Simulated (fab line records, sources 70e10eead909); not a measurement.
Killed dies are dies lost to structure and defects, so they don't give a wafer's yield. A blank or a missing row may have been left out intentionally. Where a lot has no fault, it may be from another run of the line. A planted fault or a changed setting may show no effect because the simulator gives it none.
Matching of chambers ; flow nand_harc ; NHARC_A_M0_DEP_00 on pecvd-04: 3 sister chambers
The step deposits SiOC, target thk 150 nm. 3 wafers are shown with their chamber, then 7 later ones without.

WAFERS PAIRED WITH THEIR CHAMBERS
wafer;chamber;showerhead_vpp_V (V)
L185.6;1;1543
L190.1;0;1531
L190.2;2;1603

WAFERS MISSING THEIR CHAMBER
wafer;showerhead_vpp_V (V)
L190.5;1595
L189.2;1555
L189.3;1604
L189.5;1555
L192.1;1549
L192.3;1598
L192.6;1536

WHICH CHAMBER EACH ONE RAN IN
wafer;from the rows above;in truth
L190.5;2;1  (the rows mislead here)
L189.2;can't be placed: 1 or 0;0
L189.3;2;2
L189.5;can't be placed: 1 or 0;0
L192.1;can't be placed: 1 or 0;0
L192.3;2;2
L192.6;can't be placed: 0 or 1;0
Correct placement for 2 of the 7. Can't be placed from these rows: 4 (the true chamber is among the candidates in 4). 1 placed wrongly.
How it was worked out, from the rows above alone: a wafer's distance from a chamber is the root of the sum, over the readings, of the square of ((its reading less the chamber's mean) divided by the reading's scatter). The wafer belongs to the nearest chamber; if the next one is less than 2 further off, it can't be placed. For every chamber, the mean is computed from those of its wafers that are shown. The scatter: root of mean squared gap, hidden wafer to nearest shown wafer, with one shown wafer a chamber.
